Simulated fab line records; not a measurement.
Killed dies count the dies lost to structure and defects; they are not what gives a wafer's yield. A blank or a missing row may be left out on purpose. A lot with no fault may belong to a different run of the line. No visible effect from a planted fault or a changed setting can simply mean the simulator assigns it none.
Chamber matching    flow n5_finfet    4 sister chambers for N5_SPACER0_ALD_00 on ald_sin-01
The step deposits SiOCN, target thk 3.5 nm, pulse time 3 s, purge time 2 s. 14 wafers are shown with their chamber, then 6 later ones without.

== WAFERS, EACH WITH ITS CHAMBER ==
wafer   chamber  heater_power_w (W)  heater_power_outer_w (W)  susceptor_temp_C (C)
L933.3  1        851                 490                       400.11
L933.4  3        772                 486                       399.47
L933.5  1        817                 510                       400.49
L935.2  2        829                 564                       400.12
L935.3  3        769                 493                       399.67
L935.6  3        758                 485                       399.86
L940.2  0        668                 443                       399.72
L940.3  1        829                 504                       399.97
L952.3  3        765                 486                       399.83
L952.5  3        768                 476                       399.86
L952.6  0        675                 442                       399.81
L954.1  1        816                 521                       399.96
L954.2  0        676                 452                       399.97
L954.4  3        773                 496                       399.97

SIGNATURES (means of the wafers above)
reading               chamber 0  chamber 1  chamber 2  chamber 3  scatter within a chamber
heater_power_w        673.00     828.25     829.00     767.50     9.91
heater_power_outer_w  445.67     506.25     564.00     487.00     8.97
susceptor_temp_C      399.8333   400.1325   400.1200   399.7767   0.194
Rule: distance of a wafer from a chamber = root of the sum over the readings of ((wafer's reading minus chamber's mean) / reading's scatter) squared. The wafer belongs to the nearest chamber; if the next one is less than 2 further off, it can't be placed. The scatter: take each reading less its chamber's mean, square it, sum over the shown wafers, divide by the number of wafers less the number of chambers, and take the root.

== WAFERS WITHOUT THEIR CHAMBER ==
wafer   heater_power_w (W)  heater_power_outer_w (W)  susceptor_temp_C (C)
L955.1  784                 476                       399.99
L955.5  840                 543                       399.84
L955.6  766                 480                       400.19
L956.2  833                 547                       399.96
L956.5  841                 498                       400.24
L956.6  667                 451                       400.08

== CHAMBER TAKEN BY EACH ==
wafer   from the rows above      in truth
L955.1  3                        3
L955.5  can't be placed: 2 or 1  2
L955.6  3                        3
L956.2  2                        2
L956.5  1                        1
L956.6  0                        0
5 of 6 placed correctly. Cannot be placed on the basis of these rows: 1; the candidates contain the true chamber in 1. Placed wrongly: 0.
